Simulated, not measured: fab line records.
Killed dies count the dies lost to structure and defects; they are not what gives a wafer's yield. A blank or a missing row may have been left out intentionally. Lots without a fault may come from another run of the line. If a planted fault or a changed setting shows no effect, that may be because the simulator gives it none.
Struck lot and sound lot, side by side / flow nandHarc / 15 out of 1302 route steps
Sound: the wafers L662.1, L662.3, L662.6. The struck wafers were L655.1, L655.3, L655.5. The cause comes at the end.
Per side, at each step with rows, come the tool, then ch with its chambers, and then its first start. Under that, the readings that differ: sound wafers / struck wafers / difference of the means / sigmas: that difference in standard deviations of wafers without a fault.
alike: a reading whose means differ by less than 2 such deviations, as well as words and numbers matching on both sides. not compared: withheld readings; readings where some wafer has no value; bounds like >300 that might hide an equal value; numbers whose values overlap and for which the record gives no deviation.
A row with sigmas, a row that says differs or no value, or rows on one side alone: a step with any of these is where the two part. When numbers do not overlap yet have no deviation, they are printed without sigmas and do not part them. A reading missing from all wafers of one side parts the sides only when that side holds two or more wafers.

first, 1 step without rows for these wafers: NHARC_A_BONDPAD_ETCH_34 (etches the open film in N2/H2, target depth 60 nm, overetch 18 nm, time 65.91 s).
NHARC_A_BONDPAD_ETCH_12: etches the open film in CHF3/O2, target depth 220 nm, time 110 s.
  sound: rieDiel-08 ch 0,1,2; struck: rieDiel-08 ch 0,1,2
  alike: chf3FlowSccm, drypumpMotorCurrentA, oesProductAu, rfVppV, showerheadPlenumPTorr, throttleValvePct
  not compared: rfHoursCounterH
NHARC_A_BONDPAD_CD_MEAS_13:
  sound on cdSem-03, day 31 12:17; struck on cdSem-02, day 28 19:00
  alike: cdNm
NHARC_A_BONDPAD_STRIP_15: strips in O2.
  sound on rieDiel-08 ch 0,2,3, day 31 12:22; struck on rieDiel-08 ch 2,3, day 28 19:05
  alike: drypumpMotorCurrentA, oesProductAu, rfVppV, showerheadPlenumPTorr, throttleValvePct
  not compared: rfHoursCounterH
then, 2 steps without rows for these wafers: NHARC_A_BONDPAD_ETCH_24 (etches the open film in CF4/N2, target depth 30 nm, time 72.99 s); NHARC_A_BONDPAD_STRIP_16 (strips in post etch residue remover, time 600 s).
NHARC_A_BONDPAD_DEGAS_25: time 60 s.
  sound on pvdSputter-01, day 31 12:55; struck on pvdSputter-03, day 28 19:38
  alike: heaterPowerW
then, 1 step without rows for these wafers: NHARC_A_BONDPAD_PRE_CLEAN_26 (time 30 s).
NHARC_A_BONDPAD_PVD_17: deposits TaN, target thk 5 nm, time 8.06 s.
  sound on pvdSputter-01; struck on pvdSputter-03
  alike: throttleValvePct
NHARC_A_BONDPAD_PVD_27: deposits Cu, target thk 30 nm, time 20.49 s.
  sound on pvdSputter-01; struck on pvdSputter-03
  alike: throttleValvePct
then, 2 steps without rows for these wafers: NHARC_A_BONDPAD_ECD_18 (material Cu, target thk 400 nm); NHARC_A_BONDPAD_ANNEAL_28 (time 90 s).
NHARC_A_BONDPAD_CMP_19: polishes, t overpolish 30 s, cu recess touch 16 s, target thk 169.82 nm.
  sound on cmp-02 ch 0,1,3, day 31 14:01; struck on cmp-04 ch 1,2, day 28 20:43
  no value came back on the struck wafers for cuRecessTouchS (s), edgeZonePressureFrac, motorCurrentA (A), overpolishRunS (s); on the sound wafers cuRecessTouchS (s) reads 16 16 16
NHARC_A_BONDPAD_THK_MEAS_20: measures by xrf.
  sound on filmMetro-01, day 31 14:19; struck on filmMetro-01, day 28 21:12
reading=thkNm (nm); sound=166.9 169.4 171.1; struck=402.4 398.2 393.5; difference=+228.9; sigmas=+99 or more
  not compared: hold
NHARC_END_SORT_01:
  the record has rows for the sound wafers here (prober-01 ch 0, day 33 01:13) and none for the struck ones

== WHERE THEY PART ==
First at NHARC_A_BONDPAD_CMP_19; last, within this record, at NHARC_END_SORT_01.

WHY: what the simulator had put in
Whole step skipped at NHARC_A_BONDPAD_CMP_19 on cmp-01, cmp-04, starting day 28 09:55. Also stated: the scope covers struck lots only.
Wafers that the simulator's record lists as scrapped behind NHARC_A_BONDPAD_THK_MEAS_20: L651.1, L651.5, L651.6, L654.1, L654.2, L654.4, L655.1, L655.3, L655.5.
